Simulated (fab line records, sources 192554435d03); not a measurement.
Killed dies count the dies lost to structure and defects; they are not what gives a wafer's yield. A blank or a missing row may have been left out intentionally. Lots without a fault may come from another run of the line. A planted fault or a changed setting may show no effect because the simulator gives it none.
Comparing a struck lot with a sound one | flow n5-finfet | 40 steps out of a route of 1938
Sound: wafers L460.1, L460.2, L460.6. Struck: wafer L473.6 (left out: L473.4, L473.5 of the same lot, which were not struck); the cause appears at the end.
Each step with rows lists, per side, the tool, then ch with its chambers, then its first start. Under that, the readings that differ: sound wafers | struck wafers | difference of the means | sigmas: that difference in standard deviations of wafers without a fault.
alike: a reading whose means differ by less than 2 such deviations, as well as words and numbers matching on both sides. not compared: withheld readings; readings where some wafer has no value; bounds like >300 that might hide an equal value; numbers whose values overlap and for which the record gives no deviation.
The two part at a step that has a row with sigmas, a row that says differs or no value, or rows on one side only. Non-overlapping numbers with no deviation appear without sigmas and do not part them. A reading that every wafer of one side lacks parts them only if that side has two wafers or more.

first, 9 steps without rows for these wafers: N5_HKMG_FIN_ETCH_32 (etches SOC in N2/H2, target depth 240 nm, time 300 s); N5_HKMG_FIN_STRIP_33 (strips in N2/H2); N5_HKMG_FIN_STRIP_34 (strips in CF4); N5_HKMG_FIN_ETCH_35 (etches SOC in N2/H2, target depth 215.8 nm, time 243.4 s); N5_HKMG_FIN_STRIP_92 (strips SOC in N2/H2, time 20 s); N5_HKMG_FIN_WET_ETCH_18 (etches TiN in SC1, time 55 s, target depth 5.2 nm, rinse time 30 s); N5_HKMG_FIN_STRIP_19 (strips in N2/H2, time 360 s); N5_HKMG_FIN_ALD_91 (deposits TiN, target thk 1 nm, pulse time 1 s, purge time 3 s); N5_HKMG_FIN_COAT_85 (time 60 s, resist thk 300 nm).
N5_HKMG_FIN_ETCH_86: etches SOC in N2/H2, stops on TiN, target depth 393.2 nm.
  sound on rie-diel-02 ch 1,2,3, day 4 04:52; struck on rie-diel-06 ch 3, day 7 14:28
  alike: drypump-motor-current-A, n2-flow-sccm, oes-product-au, rf-vpp-V, showerhead-plenum-p-Torr, throttle-valve-pct
  not compared: rf-hours-counter-h
then, 2 steps without rows for these wafers: N5_HKMG_FIN_STRIP_89 (strips SOC in N2/H2, time 20 s); N5_HKMG_FIN_WET_ETCH_87 (etches TiN in SC1, time 154.2 s, target depth 4.7 nm, rinse time 30 s).
N5_HKMG_FIN_STRIP_88: strips in N2/H2, time 360 s.
  sound on plasma-asher-01 ch 0,1, day 4 05:10; struck on plasma-asher-01 ch 0, day 7 14:50
  alike: drypump-motor-current-A, heater-power-w, n2-flow-sccm, temp-c
  not compared: rf-hours-counter-h
N5_HKMG_FIN_NWFM_ALD_20: deposits TiAlC, target thk 2 nm, pulse time 3 s, purge time 2 s.
  sound on ald-metal-04 ch 1,2,3, day 4 05:34; struck on ald-metal-02 ch 0, day 7 15:07
  alike: heater-power-w, precursor-pulse-height-rel
N5_HKMG_FIN_ALD_71: deposits TiN, target thk 1 nm, pulse time 1 s, purge time 3 s.
  sound on ald-metal-04 ch 1,2,3, day 4 05:40; struck on ald-metal-02 ch 0, day 7 15:13
  alike: heater-power-w, precursor-pulse-height-rel
then, 1 step without rows for these wafers: N5_HKMG_FIN_COAT_66 (time 60 s, resist thk 300 nm).
N5_HKMG_FIN_ETCH_67: etches SOC in N2/H2, stops on TiN, target depth 388.9 nm.
  sound on rie-diel-06 ch 0,2, day 4 06:11; struck on rie-diel-02 ch 1, day 7 15:33
  alike: drypump-motor-current-A, n2-flow-sccm, oes-product-au, rf-vpp-V, showerhead-plenum-p-Torr, throttle-valve-pct
  not compared: rf-hours-counter-h
then, 19 steps without rows for these wafers: N5_HKMG_FIN_STRIP_90 (strips SOC in N2/H2, time 20 s); N5_HKMG_FIN_WET_ETCH_73 (etches the open film in SC1, time 42.3 s, target depth 1.3 nm, rinse time 30 s); N5_HKMG_FIN_ETCHBACK_68 (etches the open film in Cl2/Ar, stops on HfO2, target depth 0.5 nm); N5_HKMG_FIN_STRIP_69 (strips in N2/H2, time 360 s); N5_HKMG_FIN_ALD_21 (deposits TiN, target thk 1.5 nm, pulse time 1 s, purge time 3 s); N5_HKMG_FIN_ALD_72 (deposits W, target thk 2 nm, pulse time 1 s, purge time 2 s); N5_HKMG_FIN_W_FILL_22 (material W, target thk 60 nm, time 18.2 s); N5_HKMG_FIN_PRECLEAN_83 (cleans in DIW, time 57.5 s); N5_HKMG_FIN_SRD_84 (dry time 32 s); N5_HKMG_FIN_CMP_23 (polishes, stops on SiNx, t overpolish 10 s, target thk 46.326 nm); N5_HKMG_FIN_CMP_94 (polishes, stops on SiNx, t overpolish 4.7 s, target thk 43.299 nm); N5_GATE_CUT_ETCHBACK_00 (etches W in SF6/Cl2); N5_GATE_CUT_ETCH_56 (etches TiN in Cl2/Ar, target depth 21.6 nm); N5_GATE_CUT_ETCHBACK_30 (etches TiN in Cl2/Ar, target depth 3 nm); N5_GATE_CUT_VAPOR_ETCH_60 (etches HfO2 in BCl3/Cl2); N5_GATE_CUT_ETCH_58 (etches SiNx in CH3F/O2, target depth 17 nm, time 128.6 s); N5_GATE_CUT_STRIP_59 (strips in N2/H2, time 20 s); N5_GATE_CUT_PRECLEAN_31 (cleans in DIW, time 300 s); N5_GATE_CUT_SRD_32 (time 30 s).
N5_GATE_CUT_SAC_CAP_01: material SiNx, target thk 24 nm, pulse time 1 s, ald cycles 480.
  sound on ald-sin-03 ch 0,3, day 4 08:49; struck on ald-sin-01 ch 0, day 7 19:38
  reading                    | sound             | struck | difference | sigmas
  heater-power-w (W)         | 891 850 895       | 668    | -211       | -3
  precursor-pulse-height-rel | 0.959 1.044 1.048 | 0.968  | -0.049     | -2
then, 2 steps without rows for these wafers: N5_GATE_CUT_PECVD_57 (deposits SiNx from SiH4/NH3/N2, target thk 21 nm); N5_GATE_CUT_CMP_02 (polishes, stops on SiO2, t overpolish 12.7 s, target thk 0 nm).
-- record jumps: 8 days separate the struck wafers' starts on either side; left off in module GATE_CUT, taken up again in module PASSIVATION, whose first shown step is the route's number 1936 --
N5_PASSIVATION_PROBE_49:
  the record has rows for the struck wafers here (prober-02, day 15 10:28) and none for the sound ones

WHERE THEY PART
Earliest at N5_GATE_CUT_SAC_CAP_01; latest, in this record, at N5_PASSIVATION_PROBE_49.

WHY: what had been put in by the simulator
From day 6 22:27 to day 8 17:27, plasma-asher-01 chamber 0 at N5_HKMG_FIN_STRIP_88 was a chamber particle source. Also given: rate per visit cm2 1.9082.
